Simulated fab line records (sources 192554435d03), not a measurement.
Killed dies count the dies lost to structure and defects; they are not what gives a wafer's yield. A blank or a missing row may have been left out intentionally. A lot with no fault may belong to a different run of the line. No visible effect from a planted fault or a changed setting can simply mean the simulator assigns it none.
A struck lot beside a sound one ; flow n5_finfet ; 39 steps out of a route of 1938
Sound: the wafers L520.2, L520.4, L520.6. Struck: wafers L504.3, L504.4, L504.6. At the end, the cause is stated.
At each step with rows: each side's tool, then ch and its chambers, then its first start. Under that, the readings that differ: sound wafers ; struck wafers ; difference of the means ; sigmas: that difference in standard deviations of wafers without a fault.
alike: readings whose means differ by less than 2 such deviations, and words and numbers that are the same on both sides. not compared: withheld readings, readings that some wafer has no value for, bounds like >300 that may hide the same value, and numbers for which the record gives no deviation and whose values overlap.
The two part at a step that has a row with sigmas, a row that says differs or no value, or rows on one side only. Numbers that have no deviation but don't overlap get no sigmas and don't part them. A reading that every wafer of one side lacks parts them only if that side has two wafers or more.

first, 9 steps without rows for these wafers: N5_MOL_CONTACT_COAG_PRE_CLEAN_142 (time 60 s); N5_MOL_CONTACT_COAG_SPUTTER_130 (material Co, target thk 47.5 nm); N5_MOL_CONTACT_COAG_PRECLEAN_125 (cleans in DIW, time 57.5 s); N5_MOL_CONTACT_COAG_SRD_126 (dry time 32 s); N5_MOL_CONTACT_COAG_CMP_23 (polishes, stops on SiO2, t overpolish 1.5 s, target thk 0 nm); N5_MOL_CONTACT_COAG_WET_ETCH_26 (target Co, target depth 13 nm); N5_MOL_CONTACT_COAG_WET_ETCH_116 (etches the open film in SC1-inhibited, target depth 4.6 nm, rinse time 30 s); N5_MOL_CONTACT_COAG_ALD_27 (deposits SiOC, target thk 17 nm, pulse time 1.5 s, time 2720 s); N5_MOL_CONTACT_COAG_CMP_28 (polishes, stops on SiNx, t overpolish 0.85 s, target thk 14.522 nm).
N5_MOL_CONTACT_COAG_ALD_123: deposits SiNx, target thk 5 nm, pulse time 1 s, purge time 2 s.
  sound on ald_sin-04 ch 0,1, day 10 04:07; struck on ald_sin-04 ch 0,3, day 6 11:11
  no value came back on the struck wafers for ald_cycles, chamber_pressure_Torr (Torr), heater_power_w (W), precursor_pulse_height_rel; on the sound wafers ald_cycles reads 100 100 100
then, 22 steps without rows for these wafers: N5_MOL_CONTACT_COAG_PECVD_31 (deposits SiO2 from TEOS/O2, target thk 46 nm, time 8.9 s); N5_MOL_CONTACT_COAG_COAT_75 (time 60 s, resist thk 60 nm); N5_MOL_CONTACT_COAG_COAT_76 (time 60 s, resist thk 10 nm); N5_MOL_CONTACT_COAG_COAT_77 (time 60 s, resist thk 10 nm); N5_MOL_CONTACT_COAG_COAT_78 (resist thk 40 nm); N5_MOL_CONTACT_COAG_EBR_80; N5_MOL_CONTACT_COAG_SOFTBAKE_79 (time 60 s); N5_MOL_CONTACT_COAG_EXPOSE_81 (exposes mask VG, defocus 0 nm); N5_MOL_CONTACT_COAG_PEB_82 (peb time 60 s); N5_MOL_CONTACT_COAG_DEVELOP_83 (develop time 30 s); N5_MOL_CONTACT_COAG_DESCUM_88 (chemistry O2, time 7 s); N5_MOL_CONTACT_COAG_ETCH_89 (etches underlayer in N2/H2, target depth 13 nm, time 10.4 s); N5_MOL_CONTACT_COAG_ETCH_90 (etches SiARC in CF4, target depth 13 nm, time 21.7 s); N5_MOL_CONTACT_COAG_ALD_131 (deposits SiO2, target thk 5 nm, pulse time 1 s, co reactant pulse time 1 s); N5_MOL_CONTACT_COAG_ETCHBACK_132 (etches SiO2 in CHF3, target depth 10 nm, time 6.7 s); N5_MOL_CONTACT_COAG_ETCH_91 (etches SOC in N2/H2, target depth 60 nm, overetch 21 nm, time 101.2 s); N5_MOL_CONTACT_COAG_STRIP_92 (strips in N2/H2); N5_MOL_CONTACT_COAG_STRIP_93 (strips in N2/H2); N5_MOL_CONTACT_COAG_ETCHBACK_135 (etches SiO2 in CHF3, target depth 25 nm, time 16.7 s); N5_MOL_CONTACT_COAG_STRIP_118 (strips in CHF3); N5_MOL_CONTACT_COAG_VIA_ETCH_46 (etches SiO2 in C4F6/O2, target depth 46 nm, overetch 9.2 nm, time 40 s); N5_MOL_CONTACT_COAG_STRIP_96 (strips in N2/H2).
N5_MOL_CONTACT_COAG_ETCH_47: etches SiNx in CH3F/O2, stops on W, target depth 27 nm.
  sound on rie_diel-04 ch 1,3, day 10 06:04; struck on rie_diel-03 ch 0,2,3, day 6 13:09
reading;sound;struck;difference;sigmas
etch_rf_on_time_s (s);31.0 31.6 31.5;35.8 36.4 37.1;+5.1;+10
model.etch.t_clear_s (s);25.85 26.31 26.28;29.82 30.33 30.87;+4.19;
model.MOL_CONTACT_COAG.feature_depth_nm (nm);18.6 18.6 18.6;21.4 21.8 21.6;+3.0;
model.etch.depth_nm (nm);17.99 18.01 17.99;20.7 21.01 20.81;+2.8;
  alike: drypump_motor_current_A, oes_o_777_au, oes_product_au, rf_vpp_V, showerhead_plenum_p_Torr, throttle_valve_pct
  not compared: rf_hours_counter_h
then, 3 steps without rows for these wafers: N5_MOL_CONTACT_COAG_STRIP_119 (strips in N2/H2, time 30 s); N5_MOL_CONTACT_COAG_PRECLEAN_144 (cleans in alkaline clean, time 60 s); N5_MOL_CONTACT_COAG_SRD_145 (time 30 s).
N5_MOL_CONTACT_COAG_ETCH_124: etches SiNx in CH3F/O2, stops on SiOC, target depth 6.5 nm.
  sound on rie_diel-03 ch 0,1,2, day 10 07:14; struck on rie_diel-04 ch 0,2, day 6 14:45
reading;sound;struck;difference;sigmas
oes_product_au (a.u.);0.76 0.71 0.59;0.25 0.26 0.26;-0.43;-6
model.etch.depth_nm (nm);4.999 4.986 5.001;0 0 0;-5;
  alike: drypump_motor_current_A, oes_o_777_au, rf_vpp_V, showerhead_plenum_p_Torr, throttle_valve_pct
  not compared: rf_hours_counter_h
-- the record jumps here: 3 days lie between the struck wafers' starts before and after (it left off in module MOL_CONTACT_COAG and takes up again in module BEOL_M4, whose first step shown is number 1111 of the route) --
N5_BEOL_M4_RC_MEAS_101:
  sound on prober-01 ch 0, day 13 19:48; struck on prober-02 ch 0, day 9 18:50
reading;sound;struck;difference;sigmas
DIBL_N (mV/V);33.6 34.3 32.6;38.4 38.0 37.1;+4.3;+3
DIBL_P (mV/V);33.8 35.2 33.7;39.6 38.6 38.3;+4.6;+3
SS_N (mV/dec);70.9 70.7 70.5;71.8 72.2 71.9;+1.3;+2
  alike: IOFF_N, IOFF_P, ION_N, ION_P, SS_P, VT_N, VT_P
-- here the record skips 4 days between the struck wafers' starts before and after, leaving off in module BEOL_M4 and picking up in module PASSIVATION (first step shown: number 1936 of the route) --
N5_PASSIVATION_PROBE_49:
  record: rows for the struck wafers here (prober-02, day 14 06:50), none for the sound ones

== WHERE THEY PART ==
At N5_MOL_CONTACT_COAG_ALD_123 first; at N5_PASSIVATION_PROBE_49 last (within this record only).

WHY: what had been put in by the simulator
Whole step skipped at N5_MOL_CONTACT_COAG_ALD_123 on ald_sin-04, starting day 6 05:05. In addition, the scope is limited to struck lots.
